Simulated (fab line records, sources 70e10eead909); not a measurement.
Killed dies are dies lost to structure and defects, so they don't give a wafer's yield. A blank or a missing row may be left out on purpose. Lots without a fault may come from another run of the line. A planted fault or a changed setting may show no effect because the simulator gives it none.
fab line records | flow nand_harc
record lots=24 wafers=72 last_day=33
route steps=1302 shown A_STAIRCASE@767
lots that met no fault: from a run of the same line without faults
start_h: hours from the record's first day to the start of the lot's first wafer shown | wait_h: hours since the lot's step before | " the same as in the row above | L1.1+2: a row that stands for several wafers | - no value, or no start given | * or withheld: withheld | < > ~ a bound
route shown NAME@n: a module of which the file shows steps, and the number in the route of the first | usual: mean/standard deviation of fault-free wafers | same: alike in all rows | chamber/n: place in a boat | sites: the reading at each site | _std_site: their standard deviation | _edge_site: outer sites' mean less inner sites' | radius_mm: how far each site lies from the wafer's centre | mask NAME#n: copy n | behind: the tool/chamber that last shaped the wafer | hold: why the lot was held/for how many hours/how that ended | device: the transistor (n, p or np) that didn't switch | end of line: the same wafers' tests at the end of the route | a step without rows: its recipe alone | killed: dies lost to structure and defects at the first sort, not the wafer's yield | map: a wafer's dies, x killed, . not, _ none there
set.NAME: the setting as run; set.NAME@STEP: as run at that earlier step | model.NAME: the simulator's own value behind a step, which no gauge read
steps of the route over a sample of lots; a table a step, a row a wafer
services: from which hour (start_h, from the record's first day; less than 0 if before it) a tool's chamber was out of use, for how many hours, and why
## steps
# step NHARC_A_STAIRCASE_ETCH_253
# recipe target_depth_a=500 time_s=20.2 ion_energy_ev=400 c4f8_flow_sccm=20 o2_flow_sccm=10 ar_flow_sccm=withheld rf_w=600 bias_w=1000 chemistry=C4F8/O2
# usual oes_product_au=0.959/0.02 rf_vpp_V=896/6.9
# columns lot.wafer tool chamber start_h wait_h oes_product_au rf_hours_counter_h rf_vpp_V
L074.1 rie_diel-06 2 350.84 0.1 0.927 10 904
L074.4 " 3 " " 0.931 10 892
L074.2 " 0 " " 0.926 10 891
L075.2 rie_diel-12 3 370.04 0.1 0.971 38 886
L075.6 " 0 " " 0.967 - 906
L075.5 " 1 " " 0.968 - 901
L076.2 rie_diel-12 3 386.65 0.1 0.963 42 887
L076.1 " 1 " " 0.935 49 901
L076.5 " 2 " " 0.949 - 891
L077.2 rie_diel-06 1 390.65 0.1 0.951 16 896
L077.3 " 0 " " 0.950 28 891
L077.6 " 2 " " 0.953 - 903
L078.1 rie_diel-01 1 405.15 0.1 0.973 6 889
L078.3 " 2 " " 0.974 4 886
L078.5 " 3 " " 0.979 - 905
L079.2 rie_diel-06 1 413.66 0.1 0.985 24 896
L079.6 " 2 " " 0.987 - 903
L079.5 " 3 " " 0.967 - 891
L080.3 rie_diel-01 3 427.63 0.1 0.979 13 903
L080.1 " 0 " " 0.971 14 898
L080.5 " 2 " " 0.973 - 886
L081.4 rie_diel-01 0 440.35 0.1 0.923 17 896
L081.3 " 2 " " 0.930 13 887
L081.6 " 0 " " 0.908 - 897
L082.4 rie_diel-12 2 440.57 0.1 0.954 68 891
L082.1 " 3 " " 0.958 62 887
L082.6 " 2 " " 0.950 - 891
L083.2 rie_diel-01 1 463.89 0.1 0.971 25 890
L083.4 " 2 " " 0.997 21 888
L083.6 " 0 " " 0.954 - 897
L085.1 rie_diel-12 2 467.60 0.1 0.963 3 890
L085.3 " 3 " " 0.979 4 904
L085.2 " 0 " " 0.952 4 905
L084.2 rie_diel-01 3 469.03 0.1 0.958 26 904
L084.3 " 1 " " 0.956 29 889
L084.5 " 3 " " 0.962 - 903
L086.3 rie_diel-01 0 483.73 0.1 0.967 36 896
L086.5 " 0 " " 0.956 - 897
L086.6 " 1 " " 0.983 - 889
L087.1 rie_diel-12 3 513.46 0.1 0.988 20 905
L087.2 " 0 " " 0.968 21 903
L087.6 " 0 " " 0.963 - 904
L088.4 rie_diel-06 1 514.67 0.1 0.956 9 894
L088.5 " 0 " " 0.966 - 890
L088.6 " 1 " " 0.973 - 895
L090.1 rie_diel-01 1 519.40 0.1 0.961 44 889
L090.3 " 2 " " 0.946 42 889
L090.5 " 3 " " 0.959 - 904
L089.3 rie_diel-01 3 519.77 0.1 0.985 43 903
L089.1 " 2 " " 0.965 42 888
L089.6 " 3 " " 0.984 - 905
L091.4 rie_diel-12 1 538.34 0.0 0.935 30 900
L091.3 " 2 " " 0.952 32 890
L091.6 " 2 " " 0.943 - 889
L093.2 rie_diel-06 2 544.29 0.2 0.926 20 903
L093.1 " 3 " " 0.917 13 891
L093.3 " 1 " " 0.915 21 895
L092.2 rie_diel-12 1 545.85 0.1 0.967 33 900
L092.1 " 2 " " 0.984 35 889
L092.3 " 3 " " 0.982 29 906
L094.1 rie_diel-06 2 555.34 0.1 0.961 25 903
L094.2 " 1 " " 0.953 26 896
L094.4 " 2 " " 0.962 - 904
L095.3 rie_diel-12 2 561.87 0.1 0.956 39 890
L095.2 " 0 " " 0.946 36 904
L095.6 " 1 " " 0.934 - 900
L097.2 rie_diel-01 3 587.63 0.1 0.961 9 904
L097.3 " 0 " " 0.944 6 897
L097.6 " 3 " " 0.958 - 904
L096.2 rie_diel-12 2 591.05 0.1 0.976 51 890
L096.1 " 0 " " 0.947 45 905
L096.6 " 1 " " 0.948 - 899
# step NHARC_A_STAIRCASE_STRIP_274
# recipe o2_flow_sccm=500 ar_flow_sccm=0 bias_w=0 chemistry=O2
# usual drypump_motor_current_A=5.8/0.35 oes_product_au=1.003/0.012 rf_vpp_V=57.8/0.91 showerhead_plenum_p_Torr=3.52/0.19 throttle_valve_pct=17.037/0.0083
# columns lot.wafer tool chamber start_h wait_h drypump_motor_current_A oes_product_au rf_hours_counter_h rf_vpp_V showerhead_plenum_p_Torr throttle_valve_pct
L074.2 rie_diel-12 1 - - 5.8 0.989 39 59.5 3.65 17.027
L074.4 " 2 " " 6.2 1.007 41 58.8 3.39 17.036
L074.1 " 3 " " 5.8 0.998 34 56.5 3.29 17.043
L075.2 rie_diel-01 0 - - 5.4 0.989 45 57.1 3.56 17.031
L075.6 " 2 " " 5.7 1.011 - 57.9 3.29 17.043
L075.5 " 1 " " 6.4 1.016 - 58.9 3.35 17.050
L076.2 rie_diel-12 0 - - 5.9 0.995 44 58.2 3.78 17.036
L076.1 " 1 " " 5.8 0.994 52 57.2 3.65 17.028
L076.5 " 3 " " 5.8 1.009 - 57.0 3.28 17.053
L077.2 rie_diel-01 0 - - 5.4 0.999 2 58.3 3.56 17.038
L077.3 " 2 " " 5.7 1.019 1 57.7 3.29 17.042
L077.6 " 3 " " 5.8 1.018 - 57.6 3.78 17.046
L078.3 rie_diel-01 0 - - 5.4 1.004 8 57.7 3.56 17.041
L078.1 " 1 " " 6.3 1.014 7 57.5 3.34 17.036
L078.5 " 0 " " 5.4 1.004 - 58.0 3.56 17.030
L079.2 rie_diel-12 1 - - 5.8 0.983 60 57.1 3.64 17.045
L079.5 " 0 " " 5.9 0.982 - 58.5 3.78 17.042
L079.6 " 1 " " 5.8 0.983 - 58.9 3.64 17.044
L080.1 rie_diel-01 1 - - 6.4 1.010 16 56.6 3.34 17.057
L080.3 " 2 " " 5.7 1.019 15 58.7 3.28 17.021
L080.5 " 0 " " 5.4 1.002 - 57.7 3.55 17.053
L081.4 rie_diel-01 1 - - 6.4 1.009 21 57.3 3.33 17.057
L081.3 " 0 " " 5.4 0.999 23 57.5 3.55 17.034
L081.6 " 2 " " 5.7 1.005 - 57.0 3.28 17.047
L082.4 rie_diel-06 1 - - 5.7 1.012 36 57.7 3.52 17.031
L082.1 " 2 " " 5.0 1.013 42 58.3 3.75 17.045
L082.6 " 2 " " 5.0 1.013 - 58.8 3.75 17.045
L083.2 rie_diel-12 3 - - 5.8 1.015 5 58.3 3.80 17.042
L083.4 " 2 " " 6.3 1.023 - 57.2 3.38 17.044
L083.6 " 3 " " 5.8 1.021 - 56.4 3.81 17.032
L085.3 rie_diel-01 1 - - 6.4 1.000 30 57.8 3.33 17.033
L085.2 " 3 " " 5.8 1.017 27 58.8 3.77 17.038
L085.1 " 0 " " 5.4 1.006 30 58.5 3.55 17.025
L084.3 rie_diel-01 3 - - 5.8 1.011 29 59.2 3.76 17.047
L084.2 " 0 " " 5.4 0.998 31 57.1 3.54 17.029
L084.5 " 2 " " 5.6 1.015 - 56.4 3.28 17.037
L086.3 rie_diel-01 1 - - 6.4 1.007 38 56.9 3.33 17.035
L086.5 " 2 " " 5.7 1.008 - 57.4 3.27 17.039
L086.6 " 3 " " 5.8 1.014 - 59.0 3.76 17.039
L087.2 rie_diel-12 2 - - 6.2 1.022 25 57.6 3.37 17.043
L087.1 " 3 " " 5.8 1.017 24 58.7 3.79 17.035
L087.6 " 3 " " 5.8 1.025 - 57.9 3.79 17.028
L088.4 rie_diel-06 1 - - 5.7 0.985 11 58.6 3.51 17.046
L088.5 " 0 " " 5.6 1.004 - 57.6 3.38 17.038
L088.6 " 1 " " 5.7 0.988 - 56.4 3.51 17.041
L090.3 rie_diel-01 3 - - 5.8 1.025 46 59.1 3.75 17.047
L090.1 " 2 " " 5.7 0.998 45 56.7 3.27 17.034
L090.5 " 1 " " 6.4 1.003 - 58.1 3.32 17.037
L089.3 rie_diel-06 3 - - 5.9 0.988 6 55.8 3.40 17.031
L089.1 " 0 " " 5.6 1.013 12 57.0 3.38 17.037
L089.6 " 2 " " 5.0 1.002 - 59.4 3.74 17.025
L091.4 rie_diel-12 3 - - 5.8 1.017 29 59.0 3.79 17.035
L091.3 " 1 " " 5.8 0.982 33 58.5 3.62 17.028
L091.6 " 2 " " 6.2 1.003 - 55.4 3.36 17.026
L093.1 rie_diel-06 2 - - 5.1 1.000 21 57.7 3.73 17.036
L093.3 " 3 " " 5.9 0.995 14 57.6 3.39 17.039
L093.2 " 0 " " 5.6 1.014 23 56.4 3.37 17.028
L092.1 rie_diel-01 0 - - 5.4 1.000 50 57.4 3.53 17.025
L092.2 " 1 " " 6.4 1.016 58 57.7 3.31 17.036
L092.3 " 2 " " 5.7 1.009 58 56.5 3.26 17.032
L094.1 rie_diel-12 2 - - 6.2 0.996 41 56.0 3.36 17.038
L094.2 " 0 " " 5.9 0.983 38 57.9 3.75 17.024
L094.4 " 1 " " 5.8 0.992 39 58.8 3.62 17.031
L095.3 rie_diel-01 0 - - 5.4 0.984 1 58.6 3.53 17.046
L095.2 " 3 " " 5.8 1.005 2 58.2 3.75 17.039
L095.6 " 1 " " 6.4 1.010 - 57.9 3.31 17.023
L097.3 rie_diel-01 1 - - 6.4 1.010 8 57.0 3.31 17.026
L097.2 " 3 " " 5.8 1.002 11 58.5 3.74 17.035
L097.6 " 1 " " 6.4 1.000 - 57.8 3.31 17.040
L096.1 rie_diel-06 2 - - 5.1 0.989 36 58.1 3.72 17.047
L096.2 " 3 " " 5.9 0.990 27 56.6 3.39 17.035
L096.6 " 1 " " 5.7 0.995 - 58.9 3.49 17.041
# step NHARC_A_STAIRCASE_DESCUM_291
# recipe time_s=3 o2_flow_sccm=200 ar_flow_sccm=0 bias_power_w=0 chemistry=O2
# usual drypump_motor_current_A=5.7/0.34 oes_product_au=1.003/0.011 rf_vpp_V=57.8/0.88 showerhead_plenum_p_Torr=1.91/0.1 throttle_valve_pct=11.312/0.0097
# columns lot.wafer tool chamber start_h wait_h drypump_motor_current_A oes_product_au rf_hours_counter_h rf_vpp_V showerhead_plenum_p_Torr throttle_valve_pct
L074.4 rie_diel-12 3 364.08 - 5.8 1.008 36 56.8 1.77 11.314
L074.1 " 1 " " 5.7 0.988 42 56.8 1.99 11.325
L074.2 " 2 " " 6.2 1.001 44 57.8 1.83 11.325
L075.2 rie_diel-06 0 381.75 - 5.6 0.999 25 57.8 1.84 11.304
L075.6 " 3 " " 5.9 1.013 - 57.9 1.85 11.293
L075.5 " 0 " " 5.6 1.000 - 57.2 1.84 11.302
L076.2 rie_diel-12 1 397.33 - 5.8 0.983 52 58.2 1.98 11.306
L076.1 " 2 " " 6.2 1.003 52 56.7 1.83 11.307
L076.5 " 1 " " 5.8 0.990 - 58.0 1.98 11.301
L077.3 rie_diel-06 0 400.44 - 5.6 1.004 30 56.7 1.84 11.321
L077.2 " 1 " " 5.7 1.001 18 58.2 1.91 11.302
L077.6 " 0 " " 5.6 1.000 - 58.6 1.84 11.323
L078.1 rie_diel-06 2 414.86 - 5.0 1.014 32 59.5 2.05 11.304
L078.3 " 1 " " 5.7 1.010 24 58.5 1.91 11.324
L078.5 " 2 " " 5.0 1.009 - 58.8 2.05 11.307
L079.2 rie_diel-12 2 423.13 - 6.2 1.005 64 58.4 1.83 11.318
L079.5 " 2 " " 6.3 1.001 - 56.3 1.83 11.305
L079.6 " 3 " " 5.8 1.005 - 56.8 1.76 11.292
L080.1 rie_diel-06 3 452.11 - 5.9 0.993 42 58.3 1.84 11.314
L080.3 " 2 " " 5.0 1.019 43 58.1 2.04 11.316
L080.5 " 3 " " 5.9 1.010 - 56.0 1.84 11.308
L081.4 rie_diel-06 0 454.01 - 5.6 1.005 51 58.9 1.83 11.326
L081.3 " 2 " " 5.0 1.008 43 59.0 2.04 11.325
L081.6 " 0 " " 5.6 1.007 - 57.1 1.83 11.297
L082.1 rie_diel-01 2 454.17 - 5.7 1.006 19 57.9 1.77 11.321
L082.4 " 3 " " 5.8 1.017 21 58.1 2.05 11.305
L082.6 " 1 " " 6.4 1.010 - 56.8 1.80 11.319
L083.2 rie_diel-06 1 476.85 - 5.7 1.003 44 57.8 1.90 11.309
L083.4 " 0 " " 5.6 1.001 59 57.3 1.83 11.304
L083.6 " 2 " " 5.0 1.002 - 57.0 2.04 11.320
L085.3 rie_diel-12 2 480.38 - 6.2 1.026 8 57.1 1.82 11.308
L085.2 " 3 " " 5.8 1.017 8 59.0 2.07 11.316
L085.1 " 1 " " 5.8 0.986 7 57.9 1.97 11.315
L084.3 rie_diel-01 1 481.46 - 6.4 1.009 35 57.5 1.80 11.340
L084.2 " 2 " " 5.7 1.008 30 57.9 1.77 11.318
L084.5 " 2 " " 5.7 1.016 - 56.8 1.77 11.309
L086.3 rie_diel-06 2 496.66 - 5.0 0.999 0 57.7 2.04 11.315
L086.5 " 1 " " 5.7 0.996 - 57.6 1.90 11.304
L086.6 " 0 " " 5.6 1.012 - 57.5 1.83 11.334
L087.2 rie_diel-01 3 527.86 - 5.8 1.016 46 57.4 2.05 11.319
L087.1 " 2 " " 5.7 1.009 45 57.2 1.76 11.303
L087.6 " 3 " " 5.8 1.013 - 58.8 2.05 11.316
L088.4 rie_diel-06 0 529.28 - 5.6 1.016 12 57.2 1.83 11.320
L088.5 " 1 " " 5.7 0.993 - 58.5 1.90 11.301
L088.6 " 2 " " 5.0 1.000 - 59.2 2.03 11.305
L090.3 rie_diel-12 2 532.34 - 6.2 1.002 29 56.7 1.82 11.304
L090.1 " 0 " " 5.9 1.003 26 57.9 2.05 11.305
L090.5 " 0 " " 5.9 0.994 - 59.1 2.05 11.309
L089.3 rie_diel-12 0 532.56 - 5.9 0.989 27 57.0 2.05 11.329
L089.1 " 2 " " 6.1 1.018 29 58.6 1.82 11.318
L089.6 " 0 " " 5.9 0.986 - 58.3 2.05 11.314
L091.3 rie_diel-12 3 549.04 - 5.8 1.013 29 58.6 2.07 11.314
L091.4 " 1 " " 5.8 0.983 33 58.2 1.97 11.302
L091.6 " 3 " " 5.8 1.005 - 56.5 2.07 11.296
L093.3 rie_diel-06 1 556.48 - 5.7 0.991 26 58.5 1.90 11.317
L093.2 " 2 " " 5.0 1.007 25 59.5 2.03 11.321
L093.1 " 0 " " 5.6 1.007 25 57.9 1.82 11.301
L092.2 rie_diel-06 0 567.37 - 5.6 1.021 28 56.3 1.82 11.314
L092.3 " 1 " " 5.7 0.999 28 56.9 1.90 11.315
L092.1 " 2 " " 5.0 1.010 27 56.9 2.03 11.292
L094.2 rie_diel-01 3 575.94 - 5.8 1.002 2 58.2 2.04 11.314
L094.1 " 0 " " 5.4 0.979 2 58.5 1.92 11.314
L094.4 " 1 " " 6.4 1.006 1 57.1 1.79 11.310
L095.2 rie_diel-01 0 580.72 - 5.4 0.981 4 56.7 1.92 11.298
L095.3 " 2 " " 5.7 1.004 7 58.4 2.07 11.316
L095.6 " 1 " " 6.4 1.009 - 56.5 1.79 11.314
L097.2 rie_diel-12 1 599.13 - 5.8 0.993 47 58.8 1.96 11.318
L097.3 " 3 " " 5.8 1.018 47 59.7 2.06 11.315
L097.6 " 2 " " 6.2 1.012 - 56.0 1.81 11.320
L096.2 rie_diel-06 2 600.48 - 5.0 0.996 37 58.4 2.03 11.323
L096.1 " 3 " " 5.9 0.997 28 57.2 1.83 11.309
L096.6 " 1 " " 5.7 0.987 - 57.2 1.89 11.308
# step NHARC_A_STAIRCASE_ETCH_453
# recipe target_depth_a=300 overetch_a=30 time_s=16.5 ion_energy_ev=100 cf4_flow_sccm=80 o2_flow_sccm=20 ar_flow_sccm=0 rf_w=300 bias_w=100 chemistry=CF4/O2
# usual drypump_motor_current_A=5.7/0.34 oes_product_au=1.002/0.012 rf_vpp_V=198.1/1.6 showerhead_plenum_p_Torr=1.35/0.069 throttle_valve_pct=13.397/0.0097
# columns lot.wafer tool chamber start_h wait_h drypump_motor_current_A oes_product_au rf_hours_counter_h rf_vpp_V showerhead_plenum_p_Torr throttle_valve_pct
L074.2 rie_diel-01 0 - - 5.4 0.988 44 199.2 1.35 13.412
L074.1 " 2 " " 5.7 1.011 39 196.1 1.24 13.385
L074.4 " 3 " " 5.8 1.003 45 199.0 1.44 13.411
L075.2 rie_diel-06 3 - - 5.9 1.008 23 197.5 1.29 13.403
L075.5 " 1 " " 5.7 0.997 - 197.1 1.34 13.382
L075.6 " 2 " " 5.0 1.010 - 199.5 1.43 13.406
L076.2 rie_diel-06 0 - - 5.6 0.999 31 196.5 1.28 13.381
L076.1 " 1 " " 5.7 0.994 19 198.8 1.33 13.385
L076.5 " 1 " " 5.7 1.004 - 198.6 1.33 13.400
L077.2 rie_diel-06 2 - - 5.0 1.011 29 199.5 1.43 13.396
L077.3 " 0 " " 5.6 0.996 32 194.9 1.28 13.382
L077.6 " 3 " " 5.9 1.025 - 196.8 1.29 13.385
L078.1 rie_diel-06 0 - - 5.6 0.999 38 196.2 1.28 13.388
L078.3 " 2 " " 5.0 1.007 35 201.1 1.42 13.393
L078.5 " 0 " " 5.6 1.012 - 197.1 1.28 13.400
L079.2 rie_diel-12 2 - - 6.2 0.999 66 196.4 1.28 13.392
L079.6 " 1 " " 5.8 0.989 - 198.2 1.38 13.400
L079.5 " 2 " " 6.2 1.006 - 196.0 1.28 13.402
L080.1 rie_diel-12 1 - - 5.8 0.984 1 197.7 1.38 13.386
L080.3 " 3 " " 5.8 1.024 1 198.8 1.45 13.397
L080.5 " 1 " " 5.8 0.993 - 198.6 1.38 13.395
L081.3 rie_diel-06 1 - - 5.7 1.004 40 196.6 1.33 13.380
L081.4 " 2 " " 5.0 1.000 46 200.2 1.42 13.405
L081.6 " 2 " " 5.0 1.017 - 200.4 1.42 13.400
L082.1 rie_diel-12 1 - - 5.8 0.978 3 199.5 1.38 13.395
L082.4 " 3 " " 5.8 1.013 3 199.7 1.45 13.397
L082.6 " 0 " " 5.9 0.992 - 201.6 1.43 13.413
L083.4 rie_diel-06 0 - - 5.6 1.014 62 198.2 1.28 13.388
L083.2 " 1 " " 5.7 1.002 46 197.2 1.33 13.389
L083.6 " 2 " " 5.0 1.004 - 200.1 1.42 13.397
L085.2 rie_diel-12 2 - - 6.2 1.009 10 196.5 1.27 13.395
L085.1 " 3 " " 5.8 1.010 10 200.3 1.44 13.396
L085.3 " 1 " " 5.8 0.984 9 197.5 1.38 13.397
L084.2 rie_diel-01 1 - - 6.3 1.004 37 196.3 1.25 13.406
L084.3 " 2 " " 5.7 1.014 31 197.4 1.24 13.397
L084.5 " 0 " " 5.4 1.005 - 197.4 1.34 13.394
L086.3 rie_diel-01 3 - - 5.8 1.014 39 198.4 1.43 13.380
L086.5 " 2 " " 5.7 1.019 - 194.2 1.23 13.388
L086.6 " 3 " " 5.8 1.024 - 198.4 1.43 13.410
L088.4 rie_diel-06 1 - - 5.7 0.993 18 197.2 1.32 13.406
L088.5 " 1 " " 5.7 0.995 - 196.9 1.33 13.395
L088.6 " 2 " " 5.0 1.013 - 199.3 1.42 13.414
L087.1 rie_diel-06 0 - - 5.6 1.022 19 197.6 1.27 13.390
L087.2 " 2 " " 5.0 1.013 18 200.8 1.42 13.395
L087.6 " 0 " " 5.6 1.014 - 199.0 1.27 13.394
L090.3 rie_diel-12 3 - - 5.8 1.028 27 200.6 1.44 13.406
L090.1 " 0 " " 5.9 0.994 30 199.3 1.43 13.396
L090.5 " 3 " " 5.8 1.029 - 199.2 1.44 13.406
L089.1 rie_diel-06 3 - - 5.9 0.995 12 196.5 1.28 13.424
L089.3 " 0 " " 5.6 1.005 21 194.9 1.27 13.380
L089.6 " 1 " " 5.7 0.994 - 198.2 1.32 13.401
L091.3 rie_diel-06 1 558.89 0.1 5.7 0.994 27 199.0 1.32 13.397
L091.4 " 0 " " 5.6 1.012 - 195.3 1.27 13.395
L091.6 " 2 " " 5.0 1.004 - 198.7 1.41 13.384
L093.2 rie_diel-01 3 - - 5.8 1.003 0 198.9 1.42 13.399
L093.1 " 1 " " 6.4 1.008 0 196.0 1.25 13.407
L093.3 " 2 " " 5.7 0.999 0 199.2 1.45 13.399
L092.1 rie_diel-01 3 - - 5.8 1.008 2 199.7 1.42 13.395
L092.3 " 1 " " 6.4 1.011 1 196.0 1.25 13.388
L092.2 " 2 " " 5.7 0.996 2 198.8 1.45 13.386
L094.4 rie_diel-01 0 - - 5.4 0.985 5 197.1 1.34 13.385
L094.2 " 1 " " 6.4 1.017 5 197.0 1.25 13.386
L094.1 " 2 " " 5.7 1.004 8 199.2 1.44 13.398
L095.2 rie_diel-01 1 - - 6.4 1.004 6 196.6 1.25 13.411
L095.3 " 0 " " 5.4 0.970 6 199.6 1.34 13.402
L095.6 " 1 " " 6.4 1.000 - 195.1 1.25 13.393
L097.2 rie_diel-12 0 - - 5.9 0.984 49 200.1 1.42 13.370
L097.3 " 1 " " 5.8 0.979 50 199.2 1.37 13.403
L097.6 " 0 " " 5.9 0.975 - 198.8 1.42 13.396
L096.2 rie_diel-12 1 - - 5.7 0.994 50 198.0 1.37 13.391
L096.1 " 3 " " 5.8 1.020 50 200.1 1.43 13.394
L096.6 " 0 " " 5.9 0.996 - 199.3 1.42 13.399
# step NHARC_A_STAIRCASE_ALD_420
# recipe target_thk_a=200 pulse_time_s=6 ald_cycles=200 temp_c=300 material=SiO2
# usual heater_power_w=474/45 precursor_pulse_height_rel=1.001/0.019
# columns lot.wafer tool chamber start_h wait_h heater_power_w precursor_pulse_height_rel
L074.1 ald_hk-02 1 379.09 - 522 0.986
L074.2 " 2 " " 467 1.012
L074.4 " 3 " " 431 0.989
L075.2 ald_hk-02 2 394.07 - 464 0.979
L075.6 " 2 " " 469 0.983
L075.5 " 3 " " 424 1.008
L076.2 ald_hk-01 2 409.36 - 453 1.004
L076.1 " 0 " " 390 1.003
L076.5 " 2 " " 433 1.000
L077.2 ald_hk-01 0 413.38 - 378 1.028
L077.3 " 3 " " 480 0.997
L077.6 " 1 " " 451 1.013
L078.1 ald_hk-01 1 430.95 - 446 0.958
L078.3 " 2 " " 459 0.972
L078.5 " 3 " " 473 1.006
L079.2 ald_hk-02 1 439.33 - 510 1.006
L079.6 " 1 " " 499 1.021
L079.5 " 2 " " 477 1.033
L080.1 ald_hk-03 1 464.90 - 574 0.990
L080.3 " 2 " " 535 1.003
L080.5 " 0 " " 484 0.992
L081.4 ald_hk-01 3 467.85 - 471 1.012
L081.3 " 1 " " 441 1.005
L081.6 " 3 " " 478 0.994
L082.4 ald_hk-02 3 468.00 - 423 1.015
L082.1 " 0 " " 442 0.941
L082.6 " 2 " " 469 1.007
L083.4 ald_hk-01 2 490.94 - 453 0.995
L083.2 " 1 " " 459 1.008
L083.6 " 2 " " 442 0.963
L085.1 ald_hk-03 0 495.63 - 500 1.011
L085.3 " 1 " " 552 1.021
L085.2 " 2 " " 520 0.970
L084.3 ald_hk-03 3 504.77 - 459 1.016
L084.2 " 0 " " 498 0.955
L084.5 " 3 " " 445 0.989
L086.3 ald_hk-03 1 513.29 - 560 1.004
L086.5 " 0 " " 493 1.000
L086.6 " 1 " " 578 0.987
L088.4 ald_hk-01 2 545.77 - 466 1.028
L088.6 " 2 " " 459 1.022
L088.5 " 3 " " 464 1.020
L090.3 ald_hk-03 1 545.80 - 573 1.028
L090.1 " 3 " " 441 1.013
L090.5 " 1 " " 577 0.993
L087.1 ald_hk-02 0 545.82 - 464 1.010
L087.2 " 1 " " 539 1.011
L087.6 " 0 " " 475 1.010
L089.3 ald_hk-02 2 548.82 - 488 1.005
L089.1 " 0 " " 462 1.014
L089.6 " 1 " " 543 0.996
L091.3 ald_hk-02 1 565.33 - 540 1.021
L091.4 " 3 " " 416 1.036
L091.6 " 2 " " 478 1.008
L093.2 ald_hk-01 3 576.29 - 458 0.996
L093.1 " 0 " " 391 1.004
L093.3 " 1 " " 459 1.014
L092.2 ald_hk-03 2 583.58 - 479 1.002
L092.3 " 3 " " 502 1.012
L092.1 " 0 " " 493 1.015
L094.4 ald_hk-02 3 589.48 - 423 1.008
L094.2 " 1 " " 533 1.033
L094.1 " 2 " " 478 1.005
L095.3 ald_hk-02 1 596.79 - 536 1.014
L095.2 " 3 " " 424 1.010
L095.6 " 2 " " 477 0.982
L097.2 ald_hk-02 2 615.65 - 481 1.024
L097.3 " 1 " " 547 0.974
L097.6 " 2 " " 481 1.000
L096.2 ald_hk-03 0 615.97 - 490 0.976
L096.1 " 2 " " 460 0.982
L096.6 " 3 " " 481 1.001
# step NHARC_A_STAIRCASE_DEP_151
# recipe target_thk_a=72000 temp_c=400 target_thk_nm=7200 teos_flow_sccm=200 rf_w=500 material=SiO2
# usual heater_power_w=644/120 mfc_precursor_sccm=199.9/0.58
# columns lot.wafer tool chamber start_h wait_h heater_power_w mfc_precursor_sccm
L074.2 pecvd-03 2 387.32 0.5 873 199.9
L074.1 " 0 " " 677 199.1
L074.4 " 2 " " 703 199.9
L075.2 pecvd-02 0 402.23 0.4 623 200.1
L075.5 " 1 " " 797 198.9
L075.6 " 2 " " 461 199.7
L076.1 pecvd-04 0 417.51 0.4 699 199.8
L076.2 " 1 " " 693 200.4
L076.5 " 1 " " 570 200.8
L077.3 pecvd-02 0 421.52 0.4 557 199.1
L077.2 " 1 " " 934 200.6
L077.6 " 2 " " 441 198.5
L078.1 pecvd-04 1 438.83 0.4 653 200.7
L078.3 " 0 " " 724 200.2
L078.5 " 2 " " 599 199.9
L079.2 pecvd-03 0 447.59 0.5 571 198.8
L079.6 " 1 " " 614 200.5
L079.5 " 0 " " 571 199.3
L082.1 pecvd-03 1 472.73 0.4 758 199.7
L082.4 " 2 " " 697 199.3
L082.6 " 0 " " 587 200.3
L080.3 pecvd-04 0 472.82 0.5 694 199.5
L080.1 " 1 " " 684 200.6
L080.5 " 2 " " 590 200.0
L081.3 pecvd-02 1 472.82 0.5 928 200.7
L081.6 " 0 " " 567 199.9
L081.4 " 2 " " 435 200.8
L083.2 pecvd-03 0 499.12 0.4 710 200.2
L083.6 " 1 " " 604 198.9
L083.4 " 2 " " 692 200.8
L085.1 pecvd-03 1 503.55 0.4 668 200.6
L085.2 " 0 " " 675 199.3
L085.3 " 1 " " 620 199.5
L084.3 pecvd-02 0 512.87 0.4 674 198.8
L084.2 " 2 " " 548 199.6
L084.5 " 1 " " 799 199.3
L086.3 pecvd-02 2 521.32 0.4 532 200.3
L086.5 " 2 " " 432 199.4
L086.6 " 0 " " 541 199.9
L087.2 pecvd-02 0 553.94 0.5 690 201.0
L087.1 " 1 " " 923 198.8
L087.6 " 1 " " 781 200.4
L088.5 pecvd-04 2 554.15 0.7 585 200.8
L088.6 " 0 " " 573 199.8
L088.4 " 1 " " 541 200.4
L090.1 pecvd-02 0 554.51 1.0 619 200.2
L090.3 " 1 " " 879 199.8
L090.5 " 2 " " 444 200.2
L089.1 pecvd-04 1 554.54 1.1 672 200.5
L089.3 " 2 " " 718 199.8
L089.6 " 1 " " 551 200.3
L091.3 pecvd-03 1 573.56 0.5 679 199.7
L091.6 " 0 " " 596 198.9
L091.4 " 2 " " 721 199.9
L093.2 pecvd-02 0 585.87 0.4 578 199.2
L093.1 " 1 " " 952 200.3
L093.3 " 2 " " 540 198.8
L092.2 pecvd-04 0 594.41 0.4 576 200.8
L092.3 " 1 " " 633 200.4
L092.1 " 2 " " 747 199.8
L094.2 pecvd-03 2 597.64 0.4 891 201.1
L094.1 " 1 " " 684 200.3
L094.4 " 2 " " 731 200.6
L095.3 pecvd-02 0 604.93 0.4 662 199.5
L095.2 " 1 " " 930 199.6
L095.6 " 1 " " 761 199.4
L097.2 pecvd-02 0 623.80 0.4 650 200.3
L097.3 " 1 " " 908 199.4
L097.6 " 2 " " 428 199.7
L096.2 pecvd-04 0 623.80 0.4 600 200.9
L096.1 " 1 " " 645 199.9
L096.6 " 1 " " 545 200.3
## services
# columns tool chamber start_h hours kind
pecvd-04 - 340.79 1.3 repair
ald_hk-02 - 350.31 10.0 pm
rie_diel-06 1 354.02 13.4 repair
rie_diel-06 3 365.97 9.2 repair
pecvd-03 - 366.00 13.0 pm
rie_diel-01 3 377.64 4.2 repair
rie_diel-01 - 381.57 9.0 pm
rie_diel-01 0 401.71 7.1 repair
pecvd-02 - 408.05 13.0 pm
rie_diel-06 - 441.74 0.7 repair
rie_diel-12 - 445.49 9.0 pm
rie_diel-01 - 451.33 0.6 repair
rie_diel-12 1 466.41 5.9 repair
rie_diel-06 - 484.22 9.0 pm
rie_diel-06 3 496.22 11.6 repair
rie_diel-01 0 510.51 23.1 repair
rie_diel-01 1 511.08 4.7 repair
ald_hk-02 - 528.31 10.0 pm
rie_diel-06 3 554.15 5.6 repair
rie_diel-01 - 558.68 9.0 pm
pecvd-02 - 589.05 13.0 pm
ald_hk-02 - 592.07 1.8 repair
rie_diel-01 3 615.78 5.5 repair
rie_diel-12 - 622.92 9.0 pm
## key
fault none
